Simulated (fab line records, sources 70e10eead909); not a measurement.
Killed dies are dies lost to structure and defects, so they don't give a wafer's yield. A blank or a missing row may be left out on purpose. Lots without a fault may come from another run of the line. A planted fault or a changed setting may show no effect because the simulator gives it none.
Chamber matching | flow nand_harc | NHARC_P_BONDPAD_CMP_32 on cmp-02: 4 sister chambers
The step polishes SiCN, target thk 200 nm. 8 wafers are shown with their chamber, then 9 later ones without.

WAFERS WITH THEIR CHAMBER
wafer  | chamber | motor_current_A (A) | retaining_ring_pressure_frac
L638.5 | 2       | 13.2                | 0.997
L640.1 | 2       | 12.3                | 0.995
L645.1 | 0       | 12.4                | 0.997
L645.5 | 3       | 12.7                | 1.012
L645.6 | 0       | 12.1                | 0.993
L646.1 | 3       | 13.3                | 0.998
L646.4 | 1       | 11.2                | 0.992
L646.6 | 1       | 11.0                | 0.998

WAFERS WITHOUT THEIR CHAMBER
wafer  | motor_current_A (A) | retaining_ring_pressure_frac
L647.2 | 13.2                | 1.004
L647.3 | 12.4                | 1.002
L647.6 | 12.8                | 1.008
L649.2 | 11.7                | 0.986
L649.3 | 11.5                | 1.002
L649.5 | 12.4                | 1.007
L648.3 | 12.6                | 0.999
L648.4 | 13.3                | 1.005
L648.6 | 11.3                | 0.995

WHICH CHAMBER EACH WENT THROUGH
wafer  | from the rows above          | in truth
L647.2 | can't be placed: 3 or 2      | 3
L647.3 | can't be placed: 0 or 2 or 3 | 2
L647.6 | can't be placed: 3 or 2 or 0 | 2
L649.2 | can't be placed: 0 or 1 or 2 | 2
L649.3 | can't be placed: 1 or 0 or 2 | 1
L649.5 | can't be placed: 3 or 2 or 0 | 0
L648.3 | can't be placed: 2 or 0 or 3 | 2
L648.4 | can't be placed: 3 or 2      | 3
L648.6 | can't be placed: 1 or 0      | 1
Placed correctly: 0 of 9. Can't be placed from these rows: 9 (the true chamber is among the candidates in 9). Placed wrongly: 0.
How it was worked out, from the rows above alone: a wafer's distance from a chamber is the root of the sum, over the readings, of the square of ((its reading less the chamber's mean) divided by the reading's scatter). The wafer belongs to the nearest chamber; if the next one is less than 2 further off, it can't be placed. A chamber's mean is the mean of its shown wafers. The scatter: the root of (the sum of the squares of (reading less its chamber's mean) over the shown wafers, divided by (wafers less chambers)).
